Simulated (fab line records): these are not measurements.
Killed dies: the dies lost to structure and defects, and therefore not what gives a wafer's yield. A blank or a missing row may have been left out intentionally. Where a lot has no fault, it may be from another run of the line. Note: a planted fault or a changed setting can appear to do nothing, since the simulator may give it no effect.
Chamber matching    flow n5-finfet    4 sister chambers for N5_MOL_CONTACT_COAG_ETCH_110 on rie-diel-02
The step etches Si in CF4/O2, target depth 2.5 nm, time 8 s. 16 wafers are shown with their chamber, then 8 later ones without.

EACH WAFER AND ITS CHAMBER
wafer   chamber  drypump-motor-current-A (A)  showerhead-plenum-p-Torr (Torr)  throttle-valve-pct (%)
L077.1  2        5.6                          2.28                             11.40
L077.2  3        5.9                          2.25                             10.64
L077.3  0        5.5                          2.25                             10.31
L077.4  1        4.8                          2.13                             10.77
L077.5  0        5.5                          2.25                             10.33
L077.6  3        5.8                          2.25                             10.62
L078.1  1        4.8                          2.12                             10.78
L078.2  3        5.9                          2.25                             10.64
L078.5  0        5.5                          2.24                             10.34
L088.1  1        4.8                          2.12                             10.85
L088.2  0        5.5                          2.24                             10.39
L088.3  3        5.8                          2.25                             10.72
L088.4  2        5.6                          2.27                             10.71
L088.5  3        5.8                          2.25                             10.72
L088.6  0        5.5                          2.24                             10.39
L091.1  0        5.5                          2.24                             10.39

SIGNATURES, as means of the wafers listed above
reading                   chamber 0  chamber 1  chamber 2  chamber 3  scatter within a chamber
drypump-motor-current-A   5.500      4.800      5.600      5.840      0.0316
showerhead-plenum-p-Torr  2.2433     2.1233     2.2750     2.2500     0.00456
throttle-valve-pct        10.3583    10.8000    11.0550    10.6680    0.147
Rule: a wafer's distance from a chamber is the root of the sum, over the readings, of the square of ((its reading less the chamber's mean) divided by the reading's scatter). The wafer belongs to the nearest chamber; if the next one is less than 2 further off, it can't be placed. How the scatter is found: for the shown wafers, subtract from each reading the mean of its chamber, square and add these, divide the total by (wafers less chambers), then take the root.

WAFERS WHOSE CHAMBER IS MISSING
wafer   drypump-motor-current-A (A)  showerhead-plenum-p-Torr (Torr)  throttle-valve-pct (%)
L091.4  5.9                          2.24                             10.71
L091.5  5.5                          2.24                             10.37
L092.4  5.6                          2.27                             10.72
L092.5  4.8                          2.11                             10.88
L092.6  5.6                          2.27                             10.71
L093.2  5.6                          2.27                             10.72
L093.3  4.8                          2.11                             10.88
L093.4  5.4                          2.23                             10.41

CHAMBER TAKEN BY EACH
wafer   from the rows above  in truth
L091.4  3                    3
L091.5  0                    0
L092.4  2                    2
L092.5  1                    1
L092.6  2                    2
L093.2  2                    2
L093.3  1                    1
L093.4  0                    0
Correct placement for 8 of the 8. Can't be placed from these rows: 0. 0 placed wrongly.
